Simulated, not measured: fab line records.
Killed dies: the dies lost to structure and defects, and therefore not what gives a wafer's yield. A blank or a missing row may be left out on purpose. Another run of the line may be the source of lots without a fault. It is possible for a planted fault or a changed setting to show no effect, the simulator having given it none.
Comparing a struck lot with a sound one :: flow n5 finfet :: 21 steps out of a route of 1938
Sound: these wafers, L651.4, L651.5, L651.6. Struck: wafers L640.3, L640.4, L640.6. The cause is named last.
Order at every step that has rows: each side's tool, ch and its chambers, its first start. Under that, the readings that differ: sound wafers :: struck wafers :: difference of the means :: sigmas: that difference in standard deviations of wafers without a fault.
alike: readings with means less than 2 such deviations apart, plus words and numbers identical on both sides. not compared: withheld readings, readings lacking a value on some wafer, bounds such as >300 that could conceal the same value, and numbers that have no deviation in the record and whose values overlap.
Wherever a step has rows on one side only, a row that says differs or no value, or a row with sigmas, the two part there. Non-overlapping numbers with no deviation appear without sigmas and do not part them. Lack of a reading on every wafer of one side parts them only where that side has two or more wafers.

first, 6 steps without rows for these wafers: N5_BEOL_M4_COAT_05 (resist thk 30 nm); N5_BEOL_M4_EBR_07; N5_BEOL_M4_SOFTBAKE_06 (time 60 s); N5_BEOL_M4_EXPOSE_08 (exposes mask M4); N5_BEOL_M4_PEB_09 (peb time 60 s); N5_BEOL_M4_DEVELOP_10 (develop time 30 s).
N5_BEOL_M4_CD_MEAS_11: the cd target is 16.79 nm.
  sound on cd sem-03 ch 0, day 11 12:11; struck on cd sem-01 ch 0, day 9 09:43
  alike: cd nm
N5_BEOL_M4_OVL_MEAS_12:
  sound on overlay-01 ch 0, day 11 12:14; struck on overlay-02 ch 0, day 9 09:45
  alike: M4_OVL
N5_BEOL_M4_INSPECT_13: inspects for defects (brightfield).
  sound: defect inspect-01 at day 11 12:17; struck: defect inspect-02 at day 9 09:47
  alike: raw defect count
N5_BEOL_M4_DESCUM_16: chemistry O2, time 7 s.
  sound on rie diel-01 ch 0,1, day 11 12:40; struck on rie diel-01 ch 0,1,3, day 9 10:00
  alike: drypump motor current A, oes product au, rf vpp V, showerhead plenum p Torr, throttle valve pct
  not compared: rf hours counter h
N5_BEOL_M4_ETCH_74: etches underlayer in N2/H2, target depth 6.5 nm, time 5.2 s.
  sound on rie diel-01 ch 0,1, day 11 12:43; struck on rie diel-01 ch 0,1,3, day 9 10:02
  alike: bias w, chamber pressure mTorr, drypump motor current A, etch rf on time s, oes product au, rf vpp V, showerhead plenum p Torr, throttle valve pct
  not compared: rf hours counter h
N5_BEOL_M4_ETCH_63: etches SiARC in CF4, target depth 15.6 nm, time 26 s.
  sound on rie diel-01 ch 0,1, day 11 12:43; struck on rie diel-01 ch 0,1,3, day 9 10:03
  alike: bias w, cf4 flow sccm, drypump motor current A, etch rf on time s, oes product au, rf vpp V, showerhead plenum p Torr, throttle valve pct
  not compared: rf hours counter h
N5_BEOL_M4_ETCH_64: etches SOC in N2/H2, target depth 75 nm, overetch 22.5 nm, time 121.9 s.
  sound on rie diel-01 ch 0,1, day 11 12:45; struck on rie diel-01 ch 0,1,3, day 9 10:05
  no value came back on the struck wafers for any of 7 readings (bias w (W), chamber pressure mTorr (mTorr) and others); on the sound wafers bias w (W) reads 150.1 149.2 150.5
reading: model.CAR-EUV_of_BEOL_M4_COAT_05.thk nm (nm)
sound: 0 0 0
struck: 11 11 11
difference: +11
sigmas: 

reading: model.SiARC_of_BEOL_M4_COAT_62.thk nm (nm)
sound: 6.4 6.6 6.4
struck: 12 12 12
difference: +6
sigmas: 

reading: model.underlayer_of_BEOL_M4_COAT_73.thk nm (nm)
sound: 0 0 0
struck: 5 5 5
difference: +5
sigmas: 
  not compared: rf hours counter h
then, 2 steps without rows for these wafers: N5_BEOL_M4_STRIP_65 (strips in N2/H2); N5_BEOL_M4_STRIP_75 (strips in N2/H2).
N5_BEOL_M4_STRIP_66: strips in CF4.
  sound on rie diel-01 ch 0,1, day 11 12:53; struck on rie diel-01 ch 0,1,3, day 9 10:13
  alike: cf4 flow sccm, drypump motor current A, oes product au, rf vpp V, showerhead plenum p Torr, throttle valve pct
  not compared: rf hours counter h
N5_BEOL_M4_HM_OPEN_17: chemistry Cl2/BCl3, target TiN, target depth 20 nm, overetch 6 nm.
  sound on rie metal-03 ch 0,1, day 11 12:58; struck on rie metal-02 ch 0,1, day 9 10:17
reading: oes product au (a.u.)
sound: 0.59 0.59 0.82
struck: 0.24 0.25 0.25
difference: -0.42
sigmas: -4
  alike: drypump motor current A, throttle valve pct
  not compared: rf hours counter h
N5_BEOL_M4_STRIP_19: strips in O2.
  sound on rie diel-02 ch 1,2, day 11 13:04; struck on rie diel-04 ch 1,2, day 9 10:23
  alike: drypump motor current A, oes product au, rf vpp V, showerhead plenum p Torr, throttle valve pct
  not compared: rf hours counter h
N5_BEOL_M4_CD_MEAS_18: pitch 36 nm, target cd 18 nm.
  sound: cd sem-03 at day 11 13:08; struck: cd sem-03 at day 9 10:28
reading: cd nm (nm)
sound: 17.6 18.3 17.3
struck: - - -
difference: no value on the struck wafers
sigmas: 
then, 1 step without rows for these wafers: N5_BEOL_M4_COAT_67 (time 60 s, resist thk 60 nm).
N5_BEOL_M4_RC_MEAS_101:
  the record has rows for the sound wafers here (prober-02 ch 0, day 11 21:13) and none for the struck ones

WHERE THEY PART
At N5_BEOL_M4_ETCH_64 first; at N5_BEOL_M4_RC_MEAS_101 last (within this record only).

WHY: whatever the simulator had introduced
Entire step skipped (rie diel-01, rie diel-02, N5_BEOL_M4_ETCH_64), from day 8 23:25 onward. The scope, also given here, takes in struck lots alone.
